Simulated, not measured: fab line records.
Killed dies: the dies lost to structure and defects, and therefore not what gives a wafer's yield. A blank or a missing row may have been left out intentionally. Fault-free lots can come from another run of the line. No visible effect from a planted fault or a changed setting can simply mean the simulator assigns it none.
Matching of chambers	flow n5_finfet	3 sister chambers for N5_BEOL_M11_DEP_56 on pecvd-03
The step deposits SiCN from 3MS/NH3, target thk 30 nm, time 10.5 s. 3 wafers are shown with their chamber, then 9 later ones without.

== WAFERS WITH THEIR CHAMBER ==
wafer	chamber	showerhead_plenum_p_Torr (Torr)
L083.3	2	4.188
L084.1	1	4.124
L084.4	0	4.112

== WAFERS WHOSE CHAMBER IS MISSING ==
wafer	showerhead_plenum_p_Torr (Torr)
L088.3	4.115
L088.5	4.120
L088.6	4.123
L089.3	4.125
L089.5	4.121
L089.6	4.183
L097.2	4.125
L097.3	4.126
L097.5	4.121

== WHICH CHAMBER EACH ONE RAN IN ==
wafer	from the rows above	in truth
L088.3	0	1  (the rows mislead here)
L088.5	can't be placed: 1 or 0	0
L088.6	1	1
L089.3	1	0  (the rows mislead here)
L089.5	1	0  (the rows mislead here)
L089.6	2	2
L097.2	1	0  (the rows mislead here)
L097.3	1	1
L097.5	1	1
Correctly placed: 4 of 9. From these rows, 1 cannot be placed; in 1 the true chamber is one of the candidates. 4 placed wrongly.
How it was worked out, from the rows above alone: a wafer's distance from a chamber is the root of the sum, over the readings, of the square of ((its reading less the chamber's mean) divided by the reading's scatter). The wafer belongs to the nearest chamber; if the next one is less than 2 further off, it can't be placed. For every chamber, the mean is computed from those of its wafers that are shown. The scatter (one wafer shown for each chamber): square how far every hidden wafer sits from the nearest shown wafer, average those squares and take the square root.
